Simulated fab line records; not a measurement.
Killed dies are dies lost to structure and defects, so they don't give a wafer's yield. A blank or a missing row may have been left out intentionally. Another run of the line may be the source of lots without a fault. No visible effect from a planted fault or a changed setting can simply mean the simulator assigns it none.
Matching of chambers    flow n5-finfet    N5_BEOL_M4_STRIP_66 on rie-diel-06: 4 sister chambers
The step strips in CF4. 30 wafers are shown with their chamber, then 12 later ones without.

== WAFERS PAIRED WITH THEIR CHAMBERS ==
wafer   chamber  drypump-motor-current-A (A)  showerhead-plenum-p-Torr (Torr)  oes-product-au (a.u.)
L080.2  0        5.9                          1.86                             0.72
L080.4  3        6.8                          1.86                             0.70
L080.6  1        5.2                          1.85                             0.68
L079.3  1        5.2                          1.85                             0.68
L079.4  0        5.9                          1.86                             0.73
L079.6  1        5.2                          1.85                             0.68
L081.2  1        5.2                          1.85                             0.68
L081.3  0        5.9                          1.86                             0.72
L081.5  2        6.1                          1.83                             0.67
L083.1  2        6.2                          1.83                             0.68
L083.2  1        5.2                          1.85                             0.68
L083.3  3        6.8                          1.86                             0.68
L083.4  0        5.9                          1.86                             0.71
L083.5  0        5.9                          1.86                             0.72
L083.6  3        6.8                          1.86                             0.69
L085.1  0        5.9                          1.85                             0.70
L085.2  2        6.2                          1.83                             0.66
L085.3  1        5.2                          1.84                             0.68
L085.4  0        5.9                          1.85                             0.70
L085.5  1        5.2                          1.84                             0.67
L085.6  2        6.1                          1.83                             0.66
L089.1  1        5.2                          1.84                             0.67
L089.3  2        6.1                          1.83                             0.66
L089.4  0        5.9                          1.85                             0.70
L091.1  2        6.2                          1.83                             0.66
L091.2  0        5.9                          1.85                             0.70
L091.3  1        5.2                          1.84                             0.66
L091.4  1        5.2                          1.84                             0.67
L091.5  0        5.9                          1.85                             0.71
L091.6  2        6.1                          1.83                             0.66

SIGNATURES (averages over the wafers above)
reading                   chamber 0  chamber 1  chamber 2  chamber 3  scatter within a chamber
drypump-motor-current-A   5.900      5.200      6.143      6.800      0.0257
showerhead-plenum-p-Torr  1.8550     1.8450     1.8300     1.8600     0.00439
oes-product-au            0.7110     0.6750     0.6643     0.6900     0.00901
Rule: a wafer's distance from a chamber is the root of the sum, over the readings, of the square of ((its reading less the chamber's mean) divided by the reading's scatter). The wafer belongs to the nearest chamber; if the next one is less than 2 further off, it can't be placed. How the scatter is found: for the shown wafers, subtract from each reading the mean of its chamber, square and add these, divide the total by (wafers less chambers), then take the root.

== WAFERS WHOSE CHAMBER IS MISSING ==
wafer   drypump-motor-current-A (A)  showerhead-plenum-p-Torr (Torr)  oes-product-au (a.u.)
L090.1  5.2                          1.84                             0.67
L090.2  5.9                          1.85                             0.70
L090.6  5.2                          1.84                             0.66
L093.3  5.9                          1.85                             0.70
L093.5  5.2                          1.84                             0.66
L093.6  6.8                          1.85                             0.95
L094.1  6.8                          1.85                             0.93
L094.2  5.2                          1.84                             0.66
L094.3  5.9                          1.85                             0.70
L094.4  6.8                          1.85                             0.94
L094.5  5.9                          1.85                             0.70
L094.6  5.2                          1.84                             0.67

== WHICH CHAMBER EACH ONE RAN IN ==
wafer   from the rows above  in truth
L090.1  1                    1
L090.2  0                    0
L090.6  1                    1
L093.3  0                    0
L093.5  1                    1
L093.6  3                    3
L094.1  3                    3
L094.2  1                    1
L094.3  0                    0
L094.4  3                    3
L094.5  0                    0
L094.6  1                    1
Correctly placed: 12 of 12. Number that these rows cannot place: 0. Wrongly placed: 0.
